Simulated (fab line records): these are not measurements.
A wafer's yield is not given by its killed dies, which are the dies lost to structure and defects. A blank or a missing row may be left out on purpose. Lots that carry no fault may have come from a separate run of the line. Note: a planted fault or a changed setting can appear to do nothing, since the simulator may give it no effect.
fab line records	flow n5Finfet
record: lots: 9	wafers: 25	lastDay: 17
route steps=1938 shown MOL_CONTACT_COAG@609 BEOL_M4@1111 PASSIVATION@1936
lots that met no fault: taken from a fault-free run of the same line
startH: hours from the record's opening day to when the first of the lot's shown wafers began	waitH: time in hours since the lot's previous step	" same as the row above	L1.1+2: one row covering several wafers at once	- no value, or no start was given	* or withheld: withheld	< > ~ a bound
route shown NAME@n: a module of which the file shows steps, and the number in the route of the first	usual: mean/standard deviation of fault-free wafers	same: alike in all rows	chamber/n: place in a boat	sites: readings site by site	_std_site: standard deviation of those values	_edge_site: inner sites' mean taken away from outer sites' mean	radiusMm: for every site, how far away it sits from the centre of the wafer	mask NAME#n: copy n	behind: the tool/chamber that last shaped the wafer	hold: reason for holding the lot/hours on hold/outcome of the hold	device: the transistor (n, p or np) that didn't switch	end of line: at the end of the route, the tests of the same wafers	a step with no rows: only its recipe	killed: dies lost to structure and defects at the first sort, not the wafer's yield	map: shows each die of a wafer: x if killed, . if not, _ if none is there
set.NAME: the setting as run; set.NAME@STEP: as run at that earlier step	model.NAME: the simulator's own value behind a step, which no gauge read
steps of the route over a sample of lots; a table a step, a row a wafer
services: when a tool's chamber went out of use (startH, in hours from the record's first day, below 0 if earlier), for how many hours, and the reason
== steps ==
step: N5_MOL_CONTACT_COAG_ETCHBACK_134
recipe: chemistry: CHF3	target: SiO2	targetDepthA: 100	timeS: 6.7	ionEnergyEv: 200	pressureMtorr: 30	sourceW: 610	biasW: 170	Ar_flow_sccm: 200	CHF3_flow_sccm: 50
usual: drypumpMotorCurrentA: 5.6/0.49	oesProductAu: 0.76/0.06	rfVppV: 521/10	showerheadPlenumPTorr: 2.41/0.076	throttleValvePct: 18.69/0.16
lot.wafer	tool	chamber	startH	waitH	drypumpMotorCurrentA	oesProductAu	rfHoursCounterH	rfVppV	showerheadPlenumPTorr	throttleValvePct
L238.1	rieDiel-01	3	118.90	0.1	6.1	0.89	21	509	2.54	18.59
L238.4	"	2	"	"	4.8	0.74	-	536	2.29	18.79
L238.6	"	3	"	"	6.1	0.90	-	510	2.54	18.58
L240.1	rieDiel-04	3	131.69	0.2	6.0	0.72	190	528	2.46	18.69
L240.3	"	2	"	"	6.1	0.70	224	535	2.36	18.62
L240.5	"	0	"	"	6.1	0.76	-	518	2.37	18.94
L241.1	rieDiel-04	3	135.55	0.1	5.9	0.72	191	527	2.46	18.70
L241.2	"	1	"	"	6.0	0.87	29	534	2.44	18.89
L241.4	"	0	"	"	6.1	0.76	156	520	2.37	18.94
L244.1	rieDiel-04	1	160.66	0.1	6.0	0.85	38	533	2.44	18.91
L244.2	"	3	"	"	6.0	0.72	201	526	2.46	18.73
L244.4	"	0	"	"	6.1	0.75	165	519	2.37	18.97
L249.1	rieDiel-01	0	183.57	0.1	5.8	0.76	162	510	2.38	18.59
L249.2	"	3	"	"	6.2	0.84	45	510	2.53	18.63
L250.1	rieDiel-03	1	196.64	0.1	5.4	0.76	146	529	2.37	18.43
L250.5	"	1	"	"	5.4	0.76	-	531	2.37	18.43
L250.6	"	0	"	"	5.3	0.80	-	516	2.49	18.48
L253.1	rieDiel-04	0	210.92	0.1	6.1	0.74	182	518	2.36	19.00
L253.2	"	1	"	"	6.0	0.84	51	533	2.43	18.92
L256.1	rieDiel-03	1	224.24	0.2	5.4	0.75	155	530	2.37	18.44
L256.3	"	0	"	"	5.4	0.78	119	515	2.49	18.50
L256.4	"	2	"	"	5.2	0.77	183	520	2.37	18.58
L257.1	rieDiel-01	0	234.61	0.1	5.8	0.73	184	509	2.37	18.65
L257.2	"	2	"	"	4.8	0.71	201	536	2.27	18.87
L257.3	"	3	"	"	6.2	0.84	53	511	2.53	18.64
step: N5_MOL_CONTACT_COAG_ETCH_124
recipe: chemistry: CH3F/O2	target: SiNx	targetDepthA: 65	maskMaterial: SOC	stopOn: SiOC	overEtchFrac: 0.3	ionEnergyEv: 120	pressureMtorr: 30	sourceW: 395	biasW: 73	Ar_flow_sccm: 150	CH3F_flow_sccm: 30	O2_flow_sccm: 20	ends: endPoint
usual: drypumpMotorCurrentA: 5.6/0.48	oesProductAu: 0.65/0.049	rfVppV: 296/5.7	showerheadPlenumPTorr: 2.03/0.066	throttleValvePct: 16.30/0.15
lot.wafer	tool	chamber	startH	waitH	drypumpMotorCurrentA	oesProductAu	rfHoursCounterH	rfVppV	showerheadPlenumPTorr	throttleValvePct
L238.1	rieDiel-01	3	119.09	0.0	6.2	0.75	21	289	2.14	16.14
L238.4	"	2	"	"	4.8	0.63	-	303	1.92	16.39
L238.6	"	3	"	"	6.2	0.75	-	290	2.14	16.14
L240.1	rieDiel-04	3	131.88	0.0	5.9	0.63	190	299	2.07	16.32
L240.3	"	2	"	"	6.1	0.61	224	303	1.98	16.25
L240.5	"	0	"	"	6.1	0.65	-	294	1.99	16.52
L241.1	rieDiel-04	3	135.74	0.0	5.9	0.62	191	299	2.07	16.33
L241.2	"	1	"	"	6.0	0.74	29	303	2.05	16.42
L241.4	"	0	"	"	6.1	0.65	156	296	1.99	16.52
L244.1	rieDiel-04	1	160.84	0.0	6.0	0.73	38	304	2.05	16.46
L244.2	"	3	"	"	5.9	0.62	201	298	2.07	16.33
L244.4	"	0	"	"	6.0	0.65	165	296	1.99	16.53
L249.1	rieDiel-01	0	183.75	0.0	5.8	0.64	162	290	2.00	16.23
L249.2	"	3	"	"	6.1	0.72	45	290	2.13	16.20
L250.1	rieDiel-03	1	196.83	0.0	5.4	0.65	147	299	1.99	16.09
L250.5	"	1	"	"	5.4	0.64	-	300	2.00	16.07
L250.6	"	0	"	"	5.3	0.68	-	294	2.10	16.07
L253.1	rieDiel-04	0	211.11	0.0	6.1	0.63	182	294	1.98	16.58
L253.2	"	1	"	"	6.0	0.72	51	303	2.04	16.48
L256.1	rieDiel-03	1	224.42	0.0	5.4	0.65	155	300	1.99	16.10
L256.3	"	0	"	"	5.3	0.67	119	293	2.10	16.10
L256.4	"	2	"	"	5.1	0.64	183	295	1.99	16.20
L257.1	rieDiel-01	0	234.80	0.0	5.8	0.63	184	290	1.99	16.27
L257.2	"	2	"	"	4.8	0.61	201	304	1.90	16.49
L257.3	"	3	"	"	6.1	0.70	53	289	2.13	16.21
step: N5_MOL_CONTACT_COAG_STRIP_49
recipe: chemistry: N2/H2	timeS: 30	powerW: 1000	tempC: 250	pressureMtorr: withheld	n2FlowSccm: 1750	h2FlowSccm: 3250
usual: drypumpMotorCurrentA: 5.9/0.68	heaterPowerW: 347/21
lot.wafer	tool	chamber	startH	waitH	drypumpMotorCurrentA	heaterPowerW	rfHoursCounterH
L238.1	plasmaAsher-01	1	119.27	-	4.9	345	92
L238.4	"	1	"	"	4.9	330	-
L238.6	"	0	"	"	6.1	320	-
L240.1	plasmaAsher-02	1	132.05	-	5.7	379	45
L240.3	"	1	"	"	5.7	375	-
L240.5	"	1	"	"	5.7	381	-
L241.1	plasmaAsher-01	0	135.92	-	6.1	337	96
L241.2	"	1	"	"	4.8	340	96
L241.4	"	1	"	"	4.8	345	-
L244.1	plasmaAsher-01	1	161.02	-	4.9	343	101
L244.2	"	0	"	"	6.1	329	101
L244.4	"	1	"	"	4.9	327	-
L249.1	plasmaAsher-01	1	183.93	-	4.9	335	105
L249.2	"	0	"	"	6.1	324	105
L250.1	plasmaAsher-02	1	197.00	-	5.7	374	60
L250.5	"	1	"	"	5.7	385	-
L250.6	"	0	"	"	6.8	337	-
L253.1	plasmaAsher-01	1	211.29	-	4.9	334	110
L253.2	"	0	"	"	6.1	327	110
L256.1	plasmaAsher-02	0	224.60	-	6.8	338	66
L256.3	"	1	"	"	5.7	373	-
L256.4	"	0	"	"	6.8	325	-
L257.1	plasmaAsher-02	0	234.97	-	6.8	328	67
L257.2	"	1	"	"	5.7	377	67
L257.3	"	0	"	"	6.8	329	-
step: N5_MOL_CONTACT_COAG_CMP_52
recipe: stopOn: SiO2	tOverpolishS: 1.5	postCmpClean: wDiluteNh4oh	downForcePsi: 4	platenRpm: 50.289	padVelocityMS: 1.0006	targetThkNm: 66.5
usual: motorCurrentA: 11.8/1	overpolishRunS: 1.500/0.008	timeToEndpointS: 12.3/2.4
same: tOverpolishS: 1.5
lot.wafer	tool	chamber	startH	waitH	motorCurrentA	overpolishRunS	timeToEndpointS
L238.4	cmp-01	2	119.87	0.0	11.1	1.507	19.0
L238.1	"	0	"	"	11.0	1.501	13.2
L238.6	"	2	"	"	11.1	1.493	18.2
L240.1	cmp-03	0	132.65	0.0	10.2	1.487	10.8
L240.3	"	3	"	"	12.4	1.498	12.6
L240.5	"	1	"	"	13.4	1.517	6.0
L241.1	cmp-01	2	136.55	0.1	11.4	1.492	14.2
L241.2	"	3	"	"	12.7	1.493	12.0
L241.4	"	0	"	"	11.3	1.497	10.5
L244.1	cmp-01	1	161.62	0.0	10.4	1.501	13.9
L244.2	"	3	"	"	12.7	1.500	13.0
L244.4	"	0	"	"	11.1	1.510	11.5
L249.1	cmp-01	2	184.63	0.1	11.1	0.027	26.0
L249.2	"	3	"	"	11.8	1.488	8.8
L250.1	cmp-03	0	197.71	0.1	11.0	1.487	13.9
L250.6	"	1	"	"	13.8	1.502	10.4
L250.5	"	2	"	"	13.0	1.494	11.0
L253.2	cmp-01	0	211.96	0.1	10.5	1.496	12.1
L253.1	"	1	"	"	11.3	0.036	26.0
L256.1	cmp-04	1	225.20	0.0	13.3	1.518	12.9
L256.4	"	2	"	"	11.1	1.511	7.5
L256.3	"	0	"	"	11.7	1.499	11.1
L257.2	cmp-03	2	235.61	0.0	12.8	1.500	16.1
L257.1	"	3	"	"	12.3	1.507	16.1
L257.3	"	1	"	"	13.6	1.509	12.6
step: N5_MOL_CONTACT_COAG_INSPECT_97
recipe: inspectInstrument: darkfield	mode: postAnneal
usual: rawDefectCount: 41/16
lot.wafer	tool	chamber	startH	waitH	rawDefectCount
L238.1	defectInspect-01	-	123.71	0.0	52
L238.4	"	-	"	"	23
L238.6	"	-	"	"	42
L240.1	defectInspect-01	-	136.00	0.0	34
L240.3	"	-	"	"	51
L240.5	"	-	"	"	42
L241.1	defectInspect-01	-	139.88	0.0	41
L241.2	"	-	"	"	36
L241.4	"	-	"	"	29
L244.1	defectInspect-02	-	164.97	0.0	31
L244.2	"	-	"	"	49
L244.4	"	-	"	"	39
L249.1	defectInspect-02	-	187.90	0.0	763
L249.2	"	-	"	"	55
L250.1	defectInspect-01	-	200.95	0.0	51
L250.5	"	-	"	"	30
L250.6	"	-	"	"	31
L253.1	defectInspect-02	-	215.23	0.0	1010
L253.2	"	-	"	"	72
L256.1	defectInspect-02	-	228.55	0.0	49
L256.3	"	-	"	"	36
L256.4	"	-	"	"	34
L257.1	defectInspect-02	-	238.97	0.0	28
L257.2	"	-	"	"	58
L257.3	"	-	"	"	30
step: N5_BEOL_M4_RC_MEAS_101
usual: DIBL_N: 36.2/1.7	DIBL_P: 36.2/2.2	IOFF_N: 0.16/0.035	IOFF_P: 0.21/0.042	ION_N: 673/13	ION_P: 462/7.9	SS_N: 71.4/0.59	SS_P: 73.2/0.7	VT_N: 250/3.6	VT_P: -251/3.5
lot.wafer	tool	chamber	startH	waitH	DIBL_N[mV/V]	DIBL_P[mV/V]	IOFF_N[nA/um]	IOFF_P[nA/um]	ION_N[uA/um]	ION_P[uA/um]	SS_N[mV/dec]	SS_P[mV/dec]	VT_N[mV]	VT_P[mV]
L238.1	prober-02	0	175.22	0.0	36.6	37.7	0.20	0.26	688	468	72.1	73.4	243	-246
L238.4	"	0	"	"	39.1	41.7	0.27	0.34	713	482	71.7	74.9	240	-244
L238.6	"	0	"	"	39.0	41.1	0.27	0.34	696	476	72.7	74.9	240	-243
L240.1	prober-01	0	188.64	0.0	39.8	40.7	0.25	0.32	705	485	72.4	74.7	240	-245
L240.3	"	0	"	"	39.8	39.1	0.22	0.28	680	468	71.3	74.4	246	-248
L240.5	"	0	"	"	41.5	41.8	0.28	0.36	688	478	72.1	74.7	243	-243
L241.1	prober-01	0	196.32	0.0	35.6	38.0	0.17	0.21	681	456	71.0	72.9	252	-250
L241.2	"	0	"	"	34.7	36.0	0.14	0.18	662	454	71.7	73.0	250	-253
L241.4	"	0	"	"	38.1	39.9	0.20	0.23	681	458	71.8	74.0	249	-251
L244.1	prober-01	0	233.47	0.0	38.1	38.7	0.19	0.24	695	468	72.1	73.9	248	-246
L244.2	"	0	"	"	37.1	37.4	0.17	0.22	678	464	72.0	73.7	250	-250
L244.4	"	0	"	"	38.6	39.1	0.19	0.25	681	466	72.6	74.6	245	-246
L249.1	prober-01	0	244.91	0.0	37.7	39.0	0.17	0.26	668	463	71.2	73.8	251	-245
L249.2	"	0	"	"	34.2	34.5	0.12	0.19	659	464	71.6	72.0	252	-250
L250.1	prober-02	0	250.91	0.0	36.0	36.3	0.17	0.21	684	466	71.8	73.6	251	-251
L250.5	"	0	"	"	33.5	33.6	0.12	0.18	668	463	70.9	72.8	255	-253
L250.6	"	0	"	"	37.8	38.1	0.20	0.26	684	464	71.9	74.1	247	-247
L253.2	prober-02	0	281.26	0.2	32.4	31.6	0.10	0.14	648	446	70.5	72.4	256	-255
L256.1	prober-01	0	302.20	0.0	37.8	37.2	0.16	0.25	669	459	71.8	73.6	247	-247
L256.3	"	0	"	"	36.2	34.0	0.12	0.19	673	462	71.5	72.6	255	-251
L256.4	"	0	"	"	37.1	34.9	0.15	0.21	675	470	70.9	72.3	249	-249
L257.1	prober-02	0	303.62	0.0	37.0	36.1	0.16	0.21	668	459	71.3	72.9	251	-250
L257.2	"	0	"	"	34.4	33.8	0.12	0.17	666	457	71.0	71.9	255	-253
L257.3	"	0	"	"	37.7	37.8	0.18	0.24	678	459	71.8	73.3	247	-249
step: N5_PASSIVATION_PROBE_49
usual: defectLimitedYield: 91.4/1.4	killed_at_M0_to_M3: 31/10	killed_at_M4_up: 14/5.6	killedAtContacts: 13/6.3	killedAtFrontEnd: 39/10	killedAtOther: 4/3.1	killedDies: 101/16	killedOnRim: 13/3.9	killedOpen: 65/13	killedShort: 34/7.2	sort_bin_4_leakage: 0.00/0.007	sort_bin_5_function: 5.1/0.88	sort_bin_6_memory: 3.2/0.66	sortNPass: 1079/16	sortYieldPct: 91.4/1.4
same: grossDies: 1180	killedAtBackSide: 0	sort_bin_8_speed[%]: 0
lot.wafer	tool	chamber	startH	waitH	defectLimitedYield[%]	killed_at_M0_to_M3	killed_at_M4_up	killedAtContacts	killedAtFrontEnd	killedAtOther	killedDies	killedOnRim	killedOpen	killedShort	sort_bin_4_leakage[%]	sort_bin_5_function[%]	sort_bin_6_memory[%]	sortNPass	sortYieldPct[%]
L238.1	prober-01	-	284.85	0.0	89.1	17	19	5	83	5	129	21	80	42	0	5.7	4.2	1051	89.1
L238.4	prober-01	-	285.00	0.2	86.8	47	22	27	56	4	156	10	113	42	0	7.9	4.7	1024	86.8
L238.6	prober-01	-	285.10	0.3	91.5	17	16	18	46	3	100	16	69	28	0	4.6	3.3	1080	91.5
L240.1	prober-02	-	294.41	0.0	90.0	34	17	15	47	5	118	19	81	34	0	5.7	3.7	1062	90.0
L240.3	prober-02	-	294.51	0.1	89.6	39	14	24	36	10	123	11	78	42	0	5.4	4.6	1057	89.6
L240.5	prober-02	-	294.61	0.2	90.8	47	9	20	26	7	109	19	81	28	0.08	5.3	3.6	1070	90.7
L241.1	prober-01	-	294.80	0.0	93.8	23	6	10	32	2	73	9	44	27	0	3.6	2.5	1107	93.8
L241.2	prober-01	-	294.85	0.1	91.5	37	13	14	34	2	100	7	74	26	0	5.3	3.0	1080	91.5
L241.4	prober-01	-	294.95	0.2	93.1	31	9	4	34	3	81	13	51	29	0	3.6	2.9	1099	93.1
L244.1	prober-02	-	332.68	0.1	90.6	58	4	8	38	3	111	17	66	44	0	5.3	3.7	1069	90.6
L244.2	prober-02	-	332.73	0.1	92.7	34	9	5	37	1	86	9	50	34	0	4.1	2.9	1094	92.7
L244.4	prober-02	-	332.83	0.2	93.1	33	10	12	24	2	81	15	46	34	0	4.2	2.5	1099	93.1
L249.1	prober-02	-	351.01	0.0	55.1	43	13	425	44	5	530	152	93	33	0	6.1	4.6	650	55.1
L249.2	prober-02	-	351.06	0.1	91.8	22	16	21	34	4	97	5	60	37	0	4.0	3.6	1083	91.8
L250.1	prober-01	-	362.12	0.0	92.0	21	21	15	36	1	94	17	57	33	0	4.5	3.2	1086	92.0
L250.5	prober-01	-	362.32	0.2	91.9	30	17	13	33	3	96	9	65	29	0	4.9	2.6	1084	91.9
L250.6	prober-01	-	362.37	0.3	92.1	22	20	15	36	0	93	10	64	26	0	5.2	2.5	1087	92.1
L253.1	prober-02	-	391.78	0.0	26.2	37	17	777	36	4	871	152	66	27	0	5.3	2.5	309	26.2
L253.2	prober-02	-	391.83	0.1	91.7	22	9	8	55	4	98	10	61	37	0	5.2	3.0	1082	91.7
L256.1	prober-02	-	405.17	0.0	92.3	29	13	19	29	1	91	10	47	42	0	4.7	2.9	1089	92.3
L256.3	prober-02	-	405.27	0.1	92.3	28	12	10	36	5	91	15	56	30	0	4.2	2.6	1089	92.3
L256.4	prober-02	-	405.32	0.2	91.0	31	20	8	41	6	106	11	64	39	0	5.8	2.7	1074	91.0
L257.1	prober-01	-	412.57	0.0	93.1	10	11	11	46	4	82	11	54	25	0	4.1	2.6	1098	93.1
L257.2	prober-01	-	412.62	0.1	91.8	18	13	24	35	7	97	8	68	27	0	5.2	2.9	1083	91.8
L257.3	prober-01	-	412.67	0.1	89.2	21	23	21	54	8	127	5	89	37	0	5.8	4.8	1053	89.2
killed by level:class
L238.1 FIN_SAQP:geometricParticle:open=27 STI_FIN_REVEAL:geometricParticle:open=21 FIN_SAQP:geometricParticle:short=15 BEOL_M0_SAQP:geometricParticle:short=7 BEOL_M4:geometricParticle:open=7 BEOL_M4:geometricParticle:short=4 HKMG_FIN:areaEtch=4 MOL_CONTACT_COAG:geometricParticle:open=3
L238.4 STI_FIN_REVEAL:geometricParticle:open=34 MOL_CONTACT_COAG:geometricParticle:open=19 BEOL_M1:geometricParticle:open=10 MOL_CONTACT_COAG:geometricParticle:short=8 BEOL_M0_SAQP:geometricParticle:open=7 BEOL_M1:geometricParticle:short=7 FIN_SAQP:geometricParticle:open=6 STI_FIN_REVEAL:geometricParticle:short=6
L238.6 FIN_SAQP:geometricParticle:open=13 MOL_CONTACT_COAG:geometricParticle:open=13 STI_FIN_REVEAL:geometricParticle:open=10 BEOL_M3:geometricParticle:open=8 MOL_CONTACT_COAG:geometricParticle:short=5 GATE_CUT:geometricParticle:short=4 BEOL_M4:geometricParticle:open=4 FIN_SAQP:geometricParticle:short=3
L240.1 BEOL_M3:geometricParticle:open=14 MOL_CONTACT_COAG:geometricParticle:open=10 FIN_SAQP:geometricParticle:open=8 BEOL_M5:geometricParticle:open=8 FIN_SAQP:geometricParticle:short=7 STI_FIN_REVEAL:geometricParticle:open=7 BEOL_M0_SAQP:geometricParticle:short=7 DUMMY_GATE:geometricParticle:open=6
L240.3 MOL_CONTACT_COAG:geometricParticle:open=17 BEOL_M0_SAQP:geometricParticle:open=10 GATE_CUT:geometricParticle:short=8 BEOL_M3:geometricParticle:open=8 FIN_SAQP:geometricParticle:open=7 MOL_CONTACT_COAG:geometricParticle:short=7 BEOL_M1:geometricParticle:open=7 BEOL_M0_SAQP:geometricParticle:short=5
L240.5 MOL_CONTACT_COAG:geometricParticle:open=18 BEOL_M3:geometricParticle:open=15 BEOL_M0_SAQP:geometricParticle:open=13 BEOL_M0_SAQP:geometricParticle:short=9 STI_FIN_REVEAL:geometricParticle:open=6 DUMMY_GATE:geometricParticle:open=5 BEOL_M1:geometricParticle:open=4 BEOL_M2:geometricParticle:open=3
L241.1 FIN_SAQP:geometricParticle:open=8 MOL_CONTACT_COAG:geometricParticle:open=7 FIN_SAQP:geometricParticle:short=6 BEOL_M0_SAQP:geometricParticle:open=6 GATE_CUT:geometricParticle:short=4 BEOL_M1:geometricParticle:short=4 MOL_CONTACT_COAG:geometricParticle:short=3 BEOL_M2:geometricParticle:open=3
L241.2 BEOL_M3:geometricParticle:open=16 MOL_CONTACT_COAG:geometricParticle:open=13 FIN_SAQP:geometricParticle:short=7 BEOL_M0_SAQP:geometricParticle:short=6 STI_FIN_REVEAL:geometricParticle:open=5 BEOL_M2:geometricParticle:open=5 DUMMY_GATE:geometricParticle:open=4 BEOL_M0_SAQP:geometricParticle:open=4
L241.4 BEOL_M0_SAQP:geometricParticle:open=13 FIN_SAQP:geometricParticle:short=10 BEOL_M0_SAQP:geometricParticle:short=7 FIN_SAQP:geometricParticle:open=6 BEOL_M1:geometricParticle:open=5 BEOL_M8:geometricParticle:open=4 MOL_CONTACT_COAG:geometricParticle:open=3 BEOL_M7:geometricParticle:open=3
L244.1 BEOL_M0_SAQP:geometricParticle:short=26 BEOL_M0_SAQP:geometricParticle:open=22 FIN_SAQP:geometricParticle:short=7 FIN_SAQP:geometricParticle:open=7 MOL_CONTACT_COAG:geometricParticle:open=7 STI_FIN_REVEAL:geometricParticle:open=6 DUMMY_GATE:geometricParticle:open=6 DUMMY_GATE:geometricParticle:short=3
L244.2 BEOL_M0_SAQP:geometricParticle:short=13 BEOL_M0_SAQP:geometricParticle:open=10 FIN_SAQP:geometricParticle:open=8 DUMMY_GATE:geometricParticle:open=8 FIN_SAQP:geometricParticle:short=7 MOL_CONTACT_COAG:geometricParticle:open=5 BEOL_M3:geometricParticle:open=5 BEOL_M1:geometricParticle:open=4
L244.4 BEOL_M0_SAQP:geometricParticle:short=13 MOL_CONTACT_COAG:geometricParticle:open=9 BEOL_M2:geometricParticle:open=7 FIN_SAQP:geometricParticle:short=4 DUMMY_GATE:geometricParticle:open=4 BEOL_M0_SAQP:geometricParticle:open=4 GATE_CUT:geometricParticle:short=3 MOL_CONTACT_COAG:geometricParticle:short=3
L249.1 MOL_CONTACT_COAG:areaCmp=402 MOL_CONTACT_COAG:geometricParticle:open=19 STI_FIN_REVEAL:geometricParticle:open=14 BEOL_M2:geometricParticle:open=10 BEOL_M1:geometricParticle:open=9 BEOL_M0_SAQP:geometricParticle:short=7 FIN_SAQP:geometricParticle:open=6 BEOL_M0_SAQP:geometricParticle:open=6
L249.2 MOL_CONTACT_COAG:geometricParticle:open=14 BEOL_M5:geometricParticle:open=8 GATE_CUT:geometricParticle:short=7 MOL_CONTACT_COAG:geometricParticle:short=7 STI_FIN_REVEAL:geometricParticle:open=6 BEOL_M3:geometricParticle:open=6 STARTING-WAFER:geometricParticle:open=6 BEOL_M1:geometricParticle:open=4
L250.1 MOL_CONTACT_COAG:geometricParticle:open=10 BEOL_M4:geometricParticle:open=8 DUMMY_GATE:geometricParticle:short=6 DUMMY_GATE:geometricParticle:open=6 GATE_CUT:geometricParticle:short=6 BEOL_M0_SAQP:geometricParticle:open=6 MOL_CONTACT_COAG:geometricParticle:short=5 BEOL_M3:geometricParticle:short=5
L250.5 MOL_CONTACT_COAG:geometricParticle:open=10 FIN_SAQP:geometricParticle:open=9 BEOL_M0_SAQP:geometricParticle:open=7 BEOL_M0_SAQP:geometricParticle:short=7 BEOL_M1:geometricParticle:open=6 BEOL_M5:geometricParticle:open=6 FIN_SAQP:geometricParticle:short=4 STI_FIN_REVEAL:geometricParticle:open=4
L250.6 BEOL_M4:geometricParticle:open=11 MOL_CONTACT_COAG:geometricParticle:open=10 FIN_SAQP:geometricParticle:open=8 DUMMY_GATE:geometricParticle:open=6 BEOL_M3:geometricParticle:short=6 MOL_CONTACT_COAG:geometricParticle:short=5 BEOL_M0_SAQP:geometricParticle:open=5 BEOL_M3:geometricParticle:open=5
L253.1 MOL_CONTACT_COAG:areaCmp=775 BEOL_M4:geometricParticle:open=11 FIN_SAQP:geometricParticle:open=10 BEOL_M3:geometricParticle:open=9 BEOL_M0_SAQP:geometricParticle:short=7 BEOL_M0_SAQP:geometricParticle:open=7 FIN_SAQP:geometricParticle:short=6 STI_FIN_REVEAL:geometricParticle:open=6
L253.2 FIN_SAQP:geometricParticle:open=18 FIN_SAQP:geometricParticle:short=12 STI_FIN_REVEAL:geometricParticle:open=7 MOL_CONTACT_COAG:geometricParticle:open=7 BEOL_M0_SAQP:geometricParticle:open=5 BEOL_M1:geometricParticle:open=5 BEOL_M2:geometricParticle:open=5 STARTING-WAFER:geometricParticle:short=4
L256.1 MOL_CONTACT_COAG:geometricParticle:open=13 BEOL_M0_SAQP:geometricParticle:short=9 GATE_CUT:geometricParticle:short=8 BEOL_M3:geometricParticle:open=7 MOL_CONTACT_COAG:geometricParticle:short=6 DUMMY_GATE:geometricParticle:open=5 FIN_SAQP:geometricParticle:open=4 BEOL_M6:geometricParticle:open=4
L256.3 FIN_SAQP:geometricParticle:short=12 BEOL_M0_SAQP:geometricParticle:open=10 MOL_CONTACT_COAG:geometricParticle:open=9 BEOL_M4:geometricParticle:open=6 BEOL_M1:geometricParticle:open=5 HKMG_FIN:areaEtch=5 BEOL_M0_SAQP:geometricParticle:short=4 DUMMY_GATE:geometricParticle:open=3
L256.4 FIN_SAQP:geometricParticle:open=8 BEOL_M3:geometricParticle:open=8 FIN_SAQP:geometricParticle:short=7 GATE_CUT:geometricParticle:short=6 MOL_CONTACT_COAG:geometricParticle:open=6 BEOL_M2:geometricParticle:open=6 STARTING-WAFER:geometricParticle:open=6 BEOL_M3:geometricParticle:short=5
L257.1 FIN_SAQP:geometricParticle:open=12 MOL_CONTACT_COAG:geometricParticle:open=11 FIN_SAQP:geometricParticle:short=10 DUMMY_GATE:geometricParticle:open=8 BEOL_M1:geometricParticle:open=7 STI_FIN_REVEAL:geometricParticle:open=3 GATE_CUT:geometricParticle:short=3 BEOL_M8:geometricParticle:open=3
L257.2 MOL_CONTACT_COAG:geometricParticle:open=21 STI_FIN_REVEAL:geometricParticle:open=9 BEOL_M1:geometricParticle:open=7 FIN_SAQP:geometricParticle:short=6 FIN_SAQP:geometricParticle:open=5 GATE_CUT:geometricParticle:short=4 BEOL_M4:geometricParticle:short=4 DUMMY_GATE:geometricParticle:open=3
L257.3 STI_FIN_REVEAL:geometricParticle:open=20 MOL_CONTACT_COAG:geometricParticle:open=17 FIN_SAQP:geometricParticle:open=14 FIN_SAQP:geometricParticle:short=10 BEOL_M4:geometricParticle:open=7 BEOL_M1:geometricParticle:open=5 BEOL_M5:geometricParticle:open=5 BEOL_M4:geometricParticle:short=4
== services ==
tool	chamber	startH	hours	kind
rieDiel-01	0	112.49	8.4	repair
cmp-01	-	122.54	4.0	pm
cmp-01	-	126.54	-	consumableReplace:conditioner
cmp-01	-	126.54	-	consumableReplace:pad
cmp-03	-	134.93	0.7	repair
plasmaAsher-01	-	145.89	2.8	pm
rieDiel-03	-	150.21	4.3	pm
rieDiel-04	1	161.52	5.3	repair
rieDiel-03	3	180.27	-	clean
rieDiel-03	3	180.27	-	consumableReplace:focusRing
rieDiel-03	3	180.27	28.1	scheduledDown
rieDiel-03	3	180.27	28.1	ventCycle
rieDiel-01	3	191.98	14.3	repair
cmp-04	-	206.72	4.0	pm
rieDiel-04	2	210.28	-	clean
rieDiel-04	2	210.28	-	consumableReplace:focusRing
rieDiel-04	2	210.28	22.0	scheduledDown
rieDiel-04	2	210.28	22.0	ventCycle
cmp-04	-	210.72	-	consumableReplace:conditioner
cmp-04	-	211.32	2.4	repair
rieDiel-03	-	211.67	1.7	repair
cmp-03	-	218.25	0.6	repair
cmp-04	-	220.99	1.0	repair
cmp-01	-	232.31	3.4	repair
== key ==
firstSign: step: N5_MOL_CONTACT_COAG_CMP_52	reading: overpolishRunS	direction: down	sigmas: 99+	usual: 1.500	struck: 0.031
effect: step: N5_MOL_CONTACT_COAG_CMP_52	reading: timeToEndpointS	direction: up	sigmas: 5.6	usual: *	struck: *
effect: step: N5_MOL_CONTACT_COAG_INSPECT_97	reading: rawDefectCount	direction: up	sigmas: 54	usual: 41	struck: 886
effect: step: N5_PASSIVATION_PROBE_49	reading: killedAtContacts	direction: up	sigmas: 94	usual: 13	struck: 601
moreKillsBornAt: N5_MOL_CONTACT_COAG_CMP_52@cmp-01: 1177
metAt N5_MOL_CONTACT_COAG_CMP_52
struckLots L249,L253
struckWafers L249.1,L253.1
laterRowsLeftOut L253.1
notActingAt N5_MOL_CONTACT_COAG_ETCHBACK_134,N5_MOL_CONTACT_COAG_ETCH_124,N5_MOL_CONTACT_COAG_STRIP_49
onsetBetween 161.62 184.63
fault: kind: processParameterDrift	tool: cmp-01	chamber: -	onsetH: 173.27	steps: N5_MOL_CONTACT_COAG_CMP_52	channel: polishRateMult	offset: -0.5	shape: step	endH: 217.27	scope: struckWafersOnly
laterRowsLeftOut: the simulator's readings of these wafers behind a module that went badly wrong aren't trusted and aren't shown, but for the sort
